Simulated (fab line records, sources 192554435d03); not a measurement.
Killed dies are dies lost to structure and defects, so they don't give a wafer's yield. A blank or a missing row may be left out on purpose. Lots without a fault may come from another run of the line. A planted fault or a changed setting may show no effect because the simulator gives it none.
fab line records | flow n5_finfet
record lots=11 wafers=33 last_day=19
route steps=1938 shown BEOL_M10@1474 BEOL_M15@1813 MIM_TOP_ETCH@1853 PASSIVATION@1936
lots that met no fault: from a run of the same line without faults
start_h: hours from the record's first day to the start of the lot's first wafer shown | wait_h: hours since the lot's step before | " the same as in the row above | L1.1+2: a row that stands for several wafers | - no value, or no start given | * or withheld: withheld | < > ~ a bound
route shown NAME@n: a module of which the file shows steps, and the number in the route of the first | usual: mean/standard deviation of fault-free wafers | same: alike in all rows | chamber/n: place in a boat | sites: the reading at each site | _std_site: their standard deviation | _edge_site: outer sites' mean less inner sites' | radius_mm: how far each site lies from the wafer's centre | mask NAME#n: copy n | behind: the tool/chamber that last shaped the wafer | hold: why the lot was held/for how many hours/how that ended | device: the transistor (n, p or np) that didn't switch | end of line: the same wafers' tests at the end of the route | a step without rows: its recipe alone | killed: dies lost to structure and defects at the first sort, not the wafer's yield | map: a wafer's dies, x killed, . not, _ none there
set.NAME: the setting as run; set.NAME@STEP: as run at that earlier step | model.NAME: the simulator's own value behind a step, which no gauge read
steps of the route over a sample of lots; a table a step, a row a wafer
services: from which hour (start_h, from the record's first day; less than 0 if before it) a tool's chamber was out of use, for how many hours, and why
## steps
# step N5_BEOL_M10_HM_DEP_02
# recipe material=TiN target_thk_a=200 temp_c=25 chamber_pressure_pa=0.49996
# usual chamber_pressure_pa=0.4999/0.00089 throttle_valve_pct=29.3/1.2
# columns lot.wafer tool chamber start_h wait_h chamber_pressure_pa throttle_valve_pct
L800.1 pvd_sputter-02 - 220.85 1.0 0.5005 30.6
L800.2 " - " " 0.4997 30.0
L800.6 " - " " 0.5005 30.6
L805.1 pvd_sputter-02 - 254.17 3.1 0.5005 28.6
L805.3 " - " " 0.5000 30.1
L805.4 " - " " 0.4993 30.7
L809.1 pvd_sputter-01 - 287.08 1.8 0.5012 28.1
L809.4 " - " " 0.4997 30.1
L809.5 " - " " 0.5017 30.2
L806.3 pvd_sputter-01 - 287.58 1.5 0.4999 30.3
L806.4 " - " " 0.4999 28.4
L806.5 " - " " 0.4985 30.1
L810.4 pvd_sputter-01 - 290.75 1.5 0.4993 28.9
L810.5 " - " " 0.4988 28.7
L810.6 " - " " 0.5012 29.8
L811.1 pvd_sputter-03 - 291.57 0.6 0.4989 30.1
L811.2 " - " " 0.5002 29.0
L811.6 " - " " 0.4998 29.7
L812.2 pvd_sputter-03 - 309.58 2.0 0.5010 30.1
L812.3 " - " " 0.4997 29.6
L812.4 " - " " 0.4997 29.1
L815.2 pvd_sputter-01 - 337.04 0.3 0.5000 28.4
L815.4 " - " " 0.4999 28.8
L815.5 " - " " 0.4993 28.9
L818.1 pvd_sputter-01 - 366.10 1.9 0.5009 28.8
L818.2 " - " " 0.5023 30.3
L818.3 " - " " 0.4995 30.1
L820.2 pvd_sputter-03 - 377.78 0.6 0.5010 29.9
L820.3 " - " " 0.4988 29.2
L820.4 " - " " 0.5013 30.1
L823.2 pvd_sputter-02 - 385.70 2.0 0.5009 30.2
L823.4 " - " " 0.5004 30.7
L823.6 " - " " 0.4978 26.6
# step N5_BEOL_M15_STRIP_37
# recipe chemistry=O2 power_w=600 temp_c=60 pressure_mtorr=30 rf_frequency_hz=6e+07 bias_power_w=0 overash_fraction=0.3 o2_flow_sccm=225
# usual drypump_motor_current_A=6.0/0.52 oes_product_au=0.79/0.11 rf_vpp_V=3.6/0.73 showerhead_plenum_p_Torr=2.08/0.067 temp_c=60.02/0.12 throttle_valve_pct=16.64/0.28
# columns lot.wafer tool chamber start_h wait_h drypump_motor_current_A oes_product_au rf_hours_counter_h rf_vpp_V showerhead_plenum_p_Torr temp_c throttle_valve_pct
L800.1 rie_diel-05 1 - - 5.7 0.67 226 4.4 1.98 60.01 16.92
L800.2 " 3 " " 5.2 0.71 217 4.6 2.08 60.15 16.77
L800.6 " 3 " " 5.2 0.71 - 4.6 2.08 59.98 16.77
L805.1 rie_diel-02 3 - - 6.5 0.75 143 5.2 2.01 60.01 16.92
L805.3 " 1 " " 5.7 0.68 205 3.8 2.17 59.99 16.78
L805.4 " 0 " " 6.6 0.72 181 3.5 2.09 59.96 16.99
L809.1 rie_diel-05 2 - - 6.7 0.91 17 4.0 2.07 59.96 16.33
L809.4 " 0 " " 5.9 0.85 51 2.5 2.13 59.91 16.26
L809.5 " 0 " " 6.0 0.85 - 3.7 2.13 60.09 16.25
L806.3 rie_diel-06 2 - - 6.7 0.97 4 3.2 2.25 60.11 16.57
L806.4 " 3 " " 5.6 0.68 209 4.1 2.17 59.78 16.94
L806.5 " 2 " " 6.7 0.98 - 3.3 2.25 60.21 16.58
L811.1 rie_diel-02 0 - - 6.5 0.71 195 3.4 2.08 59.96 17.04
L811.2 " 3 " " 6.5 0.75 156 3.2 2.01 60.04 16.93
L811.6 " 0 " " 6.5 0.70 - 4.7 2.08 59.95 17.03
L810.4 rie_diel-05 3 - - 5.2 0.70 243 3.5 2.07 59.90 16.82
L810.5 " 2 " " 6.8 0.91 - 4.1 2.07 59.97 16.36
L810.6 " 1 " " 5.7 0.67 - 3.1 1.97 60.16 16.98
L812.2 rie_diel-05 1 - - 5.7 0.67 251 4.2 1.97 60.05 16.97
L812.3 " 0 " " 6.0 0.85 57 1.8 2.13 60.12 16.27
L812.4 " 2 " " 6.8 0.89 23 3.5 2.07 59.92 16.38
L815.2 rie_diel-06 3 - - 5.5 0.68 221 3.5 2.17 60.19 16.98
L815.4 " 0 " " 6.5 0.84 - 3.5 2.12 59.91 16.51
L815.5 " 3 " " 5.6 0.68 - 3.3 2.17 60.02 16.97
L818.1 rie_diel-05 0 - - 5.9 0.81 80 3.1 2.12 60.21 16.30
L818.2 " 3 " " 5.2 0.95 12 4.5 2.06 60.10 16.44
L818.3 " 2 " " 6.8 0.89 32 4.0 2.06 59.88 16.35
L820.2 rie_diel-02 0 - - 6.5 0.68 220 3.8 2.07 60.00 17.07
L820.3 " 3 " " 6.6 0.72 181 3.7 2.00 59.82 16.96
L820.4 " 2 " " 5.9 0.91 26 3.1 2.05 59.93 16.49
L823.2 rie_diel-05 2 - - 6.7 0.86 42 3.3 2.06 59.90 16.38
L823.4 " 3 " " 5.2 0.91 25 3.7 2.06 60.07 16.47
L823.6 " 3 " " 5.2 0.92 - 3.9 2.06 59.98 16.46
# step N5_MIM_TOP_ETCH_PECVD_03
# recipe material=SiNx target_thk_a=200 temp_c=400 precursor=SiH4/NH3/N2 pressure_torr=1.5 rf_w=300 time_s=17.6
# usual heater_power_w=785/94 showerhead_plenum_p_Torr=5.09/0.079 throttle_valve_pct=40.6/2.1
# columns lot.wafer tool chamber start_h wait_h heater_power_w showerhead_plenum_p_Torr throttle_valve_pct
L800.1 pecvd-01 1 263.07 - 802 5.21 45.1
L800.2 " 0 " " 842 5.11 38.2
L800.6 " 2 " " 904 5.13 39.2
L805.1 pecvd-04 2 295.25 - 743 5.14 40.9
L805.3 " 0 " " 818 4.96 40.3
L805.4 " 0 " " 836 4.96 40.1
L809.1 pecvd-04 0 330.47 - 781 4.95 40.2
L809.4 " 1 " " 627 5.04 40.8
L809.5 " 0 " " 760 4.96 40.1
L806.3 pecvd-04 2 337.38 - 716 5.13 41.3
L806.4 " 1 " " 681 5.05 40.6
L806.5 " 0 " " 836 4.95 40.4
L811.1 pecvd-04 2 337.69 - 770 5.12 41.3
L811.2 " 0 " " 765 4.96 40.2
L811.6 " 2 " " 748 5.13 41.3
L810.4 pecvd-03 1 340.21 - 935 5.16 42.8
L810.5 " 1 " " 938 5.15 42.7
L810.6 " 0 " " 700 5.09 39.8
L812.2 pecvd-03 2 351.64 - 851 5.18 39.7
L812.3 " 1 " " 842 5.15 42.6
L812.4 " 2 " " 854 5.18 39.6
L815.2 pecvd-04 0 381.48 - 843 4.95 40.2
L815.4 " 1 " " 724 5.05 40.7
L815.5 " 0 " " 834 4.96 40.1
L818.1 pecvd-04 0 409.17 - 818 4.94 40.2
L818.2 " 2 " " 680 5.13 41.7
L818.3 " 0 " " 791 4.96 40.3
L820.2 pecvd-04 2 423.10 - 643 5.14 41.7
L820.3 " 1 " " 662 5.04 35.2
L820.4 " 0 " " 835 4.96 40.2
L823.2 pecvd-04 2 441.35 - 620 5.11 41.6
L823.4 " 1 " " 672 5.04 35.8
L823.6 " 2 " " 640 5.15 41.3
# step N5_PASSIVATION_PROBE_49
# usual defect_limited_yield=91.3/1.4 killed_at_M0_to_M3=33/11 killed_at_M4_up=15/6.2 killed_at_contacts=13/6.5 killed_at_front_end=38/11 killed_at_other=3.4/2.6 killed_dies=102/17 killed_on_rim=13/4.1 killed_open=67/12 killed_short=34/7.9 sort_bin_4_leakage=0.00/0.022 sort_bin_5_function=5.1/0.88 sort_bin_6_memory=3.3/0.65 sort_bin_8_speed=0.00/0.0099 sort_n_pass=1078/17 sort_yield_pct=91.3/1.4
# same gross_dies=1180 killed_at_back_side=0
# columns lot.wafer tool chamber start_h wait_h defect_limited_yield[%] killed_at_M0_to_M3 killed_at_M4_up killed_at_contacts killed_at_front_end killed_at_other killed_dies killed_on_rim killed_open killed_short sort_bin_4_leakage[%] sort_bin_5_function[%] sort_bin_6_memory[%] sort_bin_8_speed[%] sort_n_pass sort_yield_pct[%]
L805.1 prober-01 - 304.36 0.0 92.3 30 7 16 36 2 91 13 59 31 0 4.9 2.5 0 1089 92.3
L805.3 prober-01 - 304.46 0.1 93.9 21 15 3 32 1 72 7 44 26 0 3.6 2.3 0 1108 93.9
L805.4 prober-01 - 304.51 0.2 92.0 29 18 7 37 3 94 11 54 40 0 4.8 2.6 0 1086 92.0
L809.1 prober-02 - 340.67 0.3 89.9 36 11 11 60 1 119 18 70 45 0 6.2 3.4 0 1061 89.9
L809.4 prober-02 - 340.82 0.5 89.7 43 5 8 57 9 122 10 68 47 0 5.0 4.7 0 1058 89.7
L809.5 prober-02 - 340.87 0.5 91.0 28 13 8 55 2 106 14 70 31 0 4.7 3.6 0 1074 91.0
L806.3 prober-01 - 346.12 0.1 90.5 48 11 17 31 5 112 14 73 36 0 5.0 3.8 0 1068 90.5
L806.4 prober-01 - 346.17 0.2 91.4 36 10 18 29 9 102 11 76 26 0 5.5 3.1 0 1078 91.4
L806.5 prober-01 - 346.22 0.2 90.9 31 19 24 27 6 107 13 80 26 0 5.1 3.6 0 1073 90.9
L811.1 prober-02 - 346.66 0.0 91.6 48 15 13 22 1 99 14 66 33 0 4.7 3.2 0 1081 91.6
L811.2 prober-02 - 346.71 0.1 91.2 40 23 7 32 2 104 14 65 39 0 5.3 3.3 0 1076 91.2
L811.6 prober-02 - 346.91 0.3 90.3 25 29 16 43 1 114 15 82 32 0 5.3 4.1 0 1066 90.3
L810.4 prober-02 - 351.51 0.2 93.1 33 10 3 34 1 81 10 48 32 0 3.8 2.7 0 1099 93.1
L810.5 prober-02 - 351.56 0.2 92.9 29 18 3 32 2 84 10 56 28 0 4.1 3.0 0 1096 92.9
L810.6 prober-02 - 351.61 0.3 91.0 37 16 8 41 4 106 12 62 43 0 5.3 3.4 0 1074 91.0
L812.2 prober-02 - 363.71 0.1 92.5 31 11 11 34 1 88 9 56 32 0 4.1 3.1 0 1092 92.5
L815.2 prober-01 - 394.05 0.1 90.1 20 28 20 45 4 117 18 86 30 0 6.0 3.6 0 1063 90.1
L815.4 prober-01 - 394.15 0.2 88.0 29 56 18 34 5 142 23 54 40 0 7.5 3.1 0 1038 88.0
L815.5 prober-01 - 394.20 0.2 87.7 19 60 19 45 2 145 19 63 32 0 7.4 4.0 0 1035 87.7
L818.1 prober-02 - 420.13 0.0 86.3 40 66 7 48 1 162 35 74 38 0.08 8.9 3.6 0 1017 86.2
L818.2 prober-02 - 420.18 0.1 90.3 34 20 9 47 4 114 11 66 46 0 6.1 3.1 0 1066 90.3
L818.3 prober-02 - 420.23 0.1 90.8 38 27 14 29 0 108 14 68 37 0 5.4 3.4 0 1072 90.8
L823.2 prober-01 - 449.98 0.1 90.9 34 16 8 43 6 107 13 74 33 0 5.1 3.8 0 1073 90.9
L823.4 prober-01 - 450.08 0.2 91.0 42 14 18 29 3 106 9 72 34 0 4.7 4.1 0 1074 91.0
L823.6 prober-01 - 450.18 0.3 90.7 32 25 5 39 9 110 14 67 43 0 6.0 3.1 0 1070 90.7
# killed by level:class
L805.1 MOL_CONTACT_COAG:geometric_particle:open=14 BEOL_M0_SAQP:geometric_particle:open=10 STI_FIN_REVEAL:geometric_particle:open=8 BEOL_M0_SAQP:geometric_particle:short=8 STI_FIN_REVEAL:geometric_particle:short=6 GATE_CUT:geometric_particle:short=6 BEOL_M3:geometric_particle:open=5 GATE_CUT:geometric_particle:open=4
L805.3 BEOL_M3:geometric_particle:open=9 GATE_CUT:geometric_particle:short=6 BEOL_M4:geometric_particle:open=6 STI_FIN_REVEAL:geometric_particle:open=5 DUMMY_GATE:geometric_particle:open=5 BEOL_M4:geometric_particle:short=4 DUMMY_GATE:geometric_particle:short=3 FIN_SAQP:geometric_particle:short=2
L805.4 BEOL_M4:geometric_particle:open=12 GATE_CUT:geometric_particle:short=8 STI_FIN_REVEAL:geometric_particle:open=7 BEOL_M0_SAQP:geometric_particle:short=7 BEOL_M0_SAQP:geometric_particle:open=7 STARTING-WAFER:geometric_particle:short=6 MOL_CONTACT_COAG:geometric_particle:open=5 BEOL_M2:geometric_particle:open=5
L809.1 FIN_SAQP:geometric_particle:short=18 FIN_SAQP:geometric_particle:open=13 STI_FIN_REVEAL:geometric_particle:open=11 BEOL_M0_SAQP:geometric_particle:open=10 BEOL_M0_SAQP:geometric_particle:short=8 MOL_CONTACT_COAG:geometric_particle:open=7 BEOL_M2:geometric_particle:open=5 GATE_CUT:geometric_particle:short=4
L809.4 FIN_SAQP:geometric_particle:short=19 FIN_SAQP:geometric_particle:open=12 BEOL_M1:geometric_particle:open=12 BEOL_M0_SAQP:geometric_particle:short=10 STI_FIN_REVEAL:geometric_particle:open=8 BEOL_M3:geometric_particle:open=8 MOL_CONTACT_COAG:geometric_particle:open=7 BEOL_M0_SAQP:geometric_particle:open=6
L809.5 FIN_SAQP:geometric_particle:open=16 STI_FIN_REVEAL:geometric_particle:open=10 FIN_SAQP:geometric_particle:short=9 BEOL_M1:geometric_particle:open=9 MOL_CONTACT_COAG:geometric_particle:open=6 BEOL_M0_SAQP:geometric_particle:open=6 BEOL_M5:geometric_particle:open=6 DUMMY_GATE:geometric_particle:open=4
L806.3 MOL_CONTACT_COAG:geometric_particle:open=15 BEOL_M2:geometric_particle:open=10 BEOL_M0_SAQP:geometric_particle:open=8 BEOL_M1:geometric_particle:open=8 BEOL_M0_SAQP:geometric_particle:short=7 BEOL_M1:geometric_particle:short=6 BEOL_M4:geometric_particle:open=6 STARTING-WAFER:geometric_particle:short=6
L806.4 MOL_CONTACT_COAG:geometric_particle:open=15 BEOL_M1:geometric_particle:open=11 FIN_SAQP:geometric_particle:open=10 BEOL_M0_SAQP:geometric_particle:open=9 BEOL_M3:geometric_particle:open=6 STI_FIN_REVEAL:geometric_particle:open=5 PASS1_CAP:geometric_particle:short=4 DUMMY_GATE:geometric_particle:open=3
L806.5 MOL_CONTACT_COAG:geometric_particle:open=19 BEOL_M4:geometric_particle:open=11 BEOL_M3:geometric_particle:open=8 STARTING-WAFER:geometric_particle:open=7 BEOL_M2:geometric_particle:open=6 MOL_CONTACT_COAG:geometric_particle:short=5 BEOL_M0_SAQP:geometric_particle:open=5 DUMMY_GATE:geometric_particle:open=4
L811.1 BEOL_M3:geometric_particle:open=12 MOL_CONTACT_COAG:geometric_particle:open=11 BEOL_M1:geometric_particle:open=8 FIN_SAQP:geometric_particle:short=7 BEOL_M1:geometric_particle:short=6 BEOL_M4:geometric_particle:open=6 BEOL_M3:geometric_particle:short=5 FIN_SAQP:geometric_particle:open=4
L811.2 FIN_SAQP:geometric_particle:short=13 BEOL_M4:geometric_particle:open=11 BEOL_M0_SAQP:geometric_particle:open=7 BEOL_M3:geometric_particle:open=7 STI_FIN_REVEAL:geometric_particle:open=6 MOL_CONTACT_COAG:geometric_particle:open=6 BEOL_M0_SAQP:geometric_particle:short=5 BEOL_M2:geometric_particle:open=5
L811.6 BEOL_M4:geometric_particle:open=19 MOL_CONTACT_COAG:geometric_particle:open=15 BEOL_M1:geometric_particle:open=9 FIN_SAQP:geometric_particle:short=8 FIN_SAQP:geometric_particle:open=7 DUMMY_GATE:geometric_particle:open=7 GATE_CUT:geometric_particle:short=6 BEOL_M0_SAQP:geometric_particle:open=5
L810.4 BEOL_M0_SAQP:geometric_particle:open=11 BEOL_M0_SAQP:geometric_particle:short=9 DUMMY_GATE:geometric_particle:open=6 GATE_CUT:geometric_particle:short=5 BEOL_M4:geometric_particle:open=5 FIN_SAQP:geometric_particle:open=4 BEOL_M3:geometric_particle:open=4 FIN_SAQP:geometric_particle:short=3
L810.5 BEOL_M0_SAQP:geometric_particle:open=14 FIN_SAQP:geometric_particle:open=11 FIN_SAQP:geometric_particle:short=8 BEOL_M4:geometric_particle:open=7 BEOL_M0_SAQP:geometric_particle:short=6 BEOL_M5:geometric_particle:open=6 BEOL_M1:geometric_particle:open=3 BEOL_M4:geometric_particle:short=3
L810.6 BEOL_M0_SAQP:geometric_particle:short=11 ILD0:geometric_particle:short=10 BEOL_M4:geometric_particle:open=10 BEOL_M0_SAQP:geometric_particle:open=9 FIN_SAQP:geometric_particle:open=7 MOL_CONTACT_COAG:geometric_particle:open=7 ILD0:geometric_particle:open=4 GATE_CUT:geometric_particle:short=4
L812.2 GATE_CUT:geometric_particle:short=9 MOL_CONTACT_COAG:geometric_particle:open=8 BEOL_M0_SAQP:geometric_particle:open=8 GATE_CUT:geometric_particle:open=6 BEOL_M1:geometric_particle:open=6 STI_FIN_REVEAL:geometric_particle:open=5 BEOL_M0_SAQP:geometric_particle:short=5 BEOL_M2:geometric_particle:open=5
L815.2 MOL_CONTACT_COAG:geometric_particle:open=20 STI_FIN_REVEAL:geometric_particle:open=18 FIN_SAQP:geometric_particle:short=13 BEOL_M2:geometric_particle:open=11 BEOL_M5:geometric_particle:open=7 BEOL_M4:geometric_particle:open=6 BEOL_M5:geometric_particle:short=5 FIN_SAQP:geometric_particle:open=3
L815.4 BEOL_M10:unspecified=47 MOL_CONTACT_COAG:geometric_particle:open=13 BEOL_M0_SAQP:geometric_particle:short=8 FIN_SAQP:geometric_particle:short=7 FIN_SAQP:geometric_particle:open=6 DUMMY_GATE:geometric_particle:open=5 DUMMY_GATE:geometric_particle:short=5 MOL_CONTACT_COAG:geometric_particle:short=5
L815.5 BEOL_M10:unspecified=49 FIN_SAQP:geometric_particle:short=11 STI_FIN_REVEAL:geometric_particle:open=10 MOL_CONTACT_COAG:geometric_particle:open=10 MOL_CONTACT_COAG:geometric_particle:short=9 FIN_SAQP:geometric_particle:open=8 DUMMY_GATE:geometric_particle:open=7 BEOL_M2:geometric_particle:open=6
L818.1 BEOL_M10:unspecified=46 BEOL_M4:geometric_particle:open=14 GATE_CUT:geometric_particle:short=12 BEOL_M0_SAQP:geometric_particle:open=11 FIN_SAQP:geometric_particle:short=10 BEOL_M2:geometric_particle:open=9 DUMMY_GATE:geometric_particle:open=8 BEOL_M3:geometric_particle:open=7
L818.2 FIN_SAQP:geometric_particle:short=17 BEOL_M4:geometric_particle:open=11 BEOL_M3:geometric_particle:open=8 FIN_SAQP:geometric_particle:open=7 BEOL_M0_SAQP:geometric_particle:short=7 MOL_CONTACT_COAG:geometric_particle:open=7 GATE_CUT:geometric_particle:short=6 DUMMY_GATE:geometric_particle:open=6
L818.3 MOL_CONTACT_COAG:geometric_particle:open=12 BEOL_M0_SAQP:geometric_particle:short=11 BEOL_M2:geometric_particle:open=9 BEOL_M0_SAQP:geometric_particle:open=6 FIN_SAQP:geometric_particle:open=5 FIN_SAQP:geometric_particle:short=5 DUMMY_GATE:geometric_particle:open=5 BEOL_M4:geometric_particle:open=5
L823.2 FIN_SAQP:geometric_particle:short=11 BEOL_M2:geometric_particle:open=11 FIN_SAQP:geometric_particle:open=9 MOL_CONTACT_COAG:geometric_particle:open=7 BEOL_M4:geometric_particle:open=7 STI_FIN_REVEAL:geometric_particle:open=5 BEOL_M3:geometric_particle:open=5 BEOL_M1:geometric_particle:open=5
L823.4 MOL_CONTACT_COAG:geometric_particle:open=14 BEOL_M3:geometric_particle:open=13 DUMMY_GATE:geometric_particle:open=9 BEOL_M2:geometric_particle:open=7 BEOL_M1:geometric_particle:open=5 FIN_SAQP:geometric_particle:short=4 GATE_CUT:geometric_particle:short=4 MOL_CONTACT_COAG:geometric_particle:short=4
L823.6 DUMMY_GATE:geometric_particle:open=9 FIN_SAQP:geometric_particle:short=8 BEOL_M4:geometric_particle:open=8 BEOL_M2:geometric_particle:open=8 FIN_SAQP:geometric_particle:open=7 BEOL_M2:geometric_particle:short=6 GATE_CUT:geometric_particle:short=5 MOL_CONTACT_COAG:geometric_particle:open=5
## services
# columns tool chamber start_h hours kind
rie_diel-05 1 198.10 1.3 repair
pecvd-01 0 201.42 29.6 repair
rie_diel-06 3 216.58 5.0 repair
rie_diel-06 1 240.99 8.6 repair
rie_diel-05 2 250.56 - clean
rie_diel-05 2 250.56 - consumable_replace:focus_ring
rie_diel-05 2 250.56 17.4 scheduled_down
pecvd-04 1 254.16 2.1 scheduled_down
pecvd-01 1 276.42 5.0 repair
pecvd-03 2 282.52 4.5 repair
pecvd-03 - 284.37 1.2 repair
pecvd-04 0 319.79 5.5 scheduled_down
rie_diel-06 1 319.92 6.7 repair
pecvd-01 - 350.02 2.8 repair
rie_diel-06 3 357.07 4.4 repair
rie_diel-05 2 361.93 29.1 repair
pvd_sputter-01 - 370.77 4.7 repair
pecvd-04 1 383.62 - clean
pecvd-04 1 383.62 - consumable_replace:showerhead
pecvd-04 1 383.62 29.0 scheduled_down
pecvd-04 1 383.62 29.0 vent_cycle
pecvd-01 1 425.97 6.5 repair
pvd_sputter-01 - 435.16 11.8 repair
pecvd-03 1 440.81 14.0 repair
## key
first_sign step=N5_PASSIVATION_PROBE_49 reading=killed_at_M4_up direction=up sigmas=7.5 usual=15 struck=61
effect step=N5_PASSIVATION_PROBE_49 reading=killed_dies direction=up sigmas=2.9 usual=102 struck=150
more_kills_born_at N5_BEOL_M10_HM_DEP_02@pvd_sputter-01=142
met_at N5_BEOL_M10_HM_DEP_02
struck_lots L815,L818
struck_wafers L815.4,L815.5,L818.1
not_acting_at N5_BEOL_M15_STRIP_37,N5_MIM_TOP_ETCH_PECVD_03
onset_between 290.75 337.04
fault kind=chamber_particle_source tool=pvd_sputter-01 chamber=- onset_h=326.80 steps=N5_BEOL_M10_HM_DEP_02 rate_per_visit_cm2=0.40305 end_h=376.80 scope=struck_wafers_only
